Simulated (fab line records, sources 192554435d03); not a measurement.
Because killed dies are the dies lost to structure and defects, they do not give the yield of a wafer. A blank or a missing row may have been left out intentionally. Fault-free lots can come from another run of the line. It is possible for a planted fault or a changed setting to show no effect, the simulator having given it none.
Split-lot study + flow n5_finfet + 21 wafers read across 7 lots, on a route 1938 steps long

THE SPLIT ITSELF
At N5_ZERO_LAYER_PECVD_02 (deposits SiO2 from SiH4/N2O, target thk 10 nm, time 6 s), the setting time_s was moved away from the recipe's 6 s on 4 of the 21 wafers read, by -11.8% to -6.0%. For the rest of the wafers, this setting stayed at what the recipe calls for.

The reading is taken at the split's own step.

THE READING
SiO2_of_ZERO_LAYER_PECVD_02.thk_nm (the simulator's own value, which no gauge read), in nm, at N5_ZERO_LAYER_PECVD_02 (deposits SiO2 from SiH4/N2O, target thk 10 nm, time 6 s). No usual value for it is given in the file. Average 10.042 nm, standard deviation 0.19 nm, over the 17 wafers here run with the recipe.

| wafer  | tool, chamber at the split | time_s as run, s | against the recipe | SiO2_of_ZERO_LAYER_PECVD_02.thk_nm, nm | against lot-mates on the recipe |
|--------|----------------------------|------------------|--------------------|----------------------------------------|---------------------------------|
| L079.3 | pecvd-02, 0                | 6                | recipe             | 9.955                                  | -                               |
| L079.4 | pecvd-02, 2                | 6                | recipe             | 10.18                                  | -                               |
| L079.5 | pecvd-02, 0                | 6                | recipe             | 10.5                                   | -                               |
| L087.2 | pecvd-03, 2                | 6                | recipe             | 9.892                                  | -                               |
| L087.4 | pecvd-03, 1                | 6                | recipe             | 10.17                                  | -                               |
| L087.5 | pecvd-03, 2                | 6                | recipe             | 9.961                                  | -                               |
| L089.2 | pecvd-01, 1                | 6                | recipe             | 10.06                                  | -                               |
| L089.5 | pecvd-01, 2                | 6                | recipe             | 10.16                                  | -                               |
| L089.6 | pecvd-01, 0                | 6                | recipe             | 10.14                                  | -                               |
| L091.1 | pecvd-03, 1                | 6                | recipe             | 10.12                                  | -                               |
| L091.4 | pecvd-03, 2                | 5.295            | -11.8%             | 9.004                                  | -1.226                          |
| L091.6 | pecvd-03, 1                | 6                | recipe             | 10.34                                  | -                               |
| L093.2 | pecvd-03, 0                | 6                | recipe             | 9.842                                  | -                               |
| L093.5 | pecvd-03, 0                | 6                | recipe             | 9.947                                  | -                               |
| L093.6 | pecvd-03, 1                | 5.573            | -7.1%              | 9.333                                  | -0.562                          |
| L094.3 | pecvd-03, 2                | 6                | recipe             | 9.794                                  | -                               |
| L094.4 | pecvd-03, 1                | 6                | recipe             | 9.876                                  | -                               |
| L094.5 | pecvd-03, 0                | 6                | recipe             | 9.911                                  | -                               |
| L097.1 | pecvd-03, 2                | 5.641            | -6.0%              | 9.081                                  | -0.791                          |
| L097.3 | pecvd-03, 0                | 6                | recipe             | 9.872                                  | -                               |
| L097.5 | pecvd-03, 2                | 5.641            | -6.0%              | 9.244                                  | -0.628                          |

FIT RESULTS
A straight line over all 21 wafers: SiO2_of_ZERO_LAYER_PECVD_02.thk_nm changes by +0.105 nm for each +1% of time_s; r = +0.87; the points scatter about the line by 0.2 nm.
The same after taking each lot's own level away (the mean of its wafers on the recipe; 21 wafers): +0.103 nm for each +1%; r = +0.94; scatter 0.12 nm.
According to that fit, moving time_s by its largest amount changes the reading by 1.2 nm.
Across the lots, their own levels run from 9.8603 to 10.2300 nm, a range of 2.0 times the standard deviation given above.
So the lot-to-lot level changes the slope little: the two slopes agree.
Check: for one of the wafers moved furthest among these (-11.8%), held out of the fit, the line's prediction against its lot-mates is -1.2 nm. Against them it came out at -1.23 nm.

FILE'S OWN FIT
SiO2_of_ZERO_LAYER_PECVD_02.thk_nm changes by +0.101 nm for each +1% of time_s, r = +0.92.
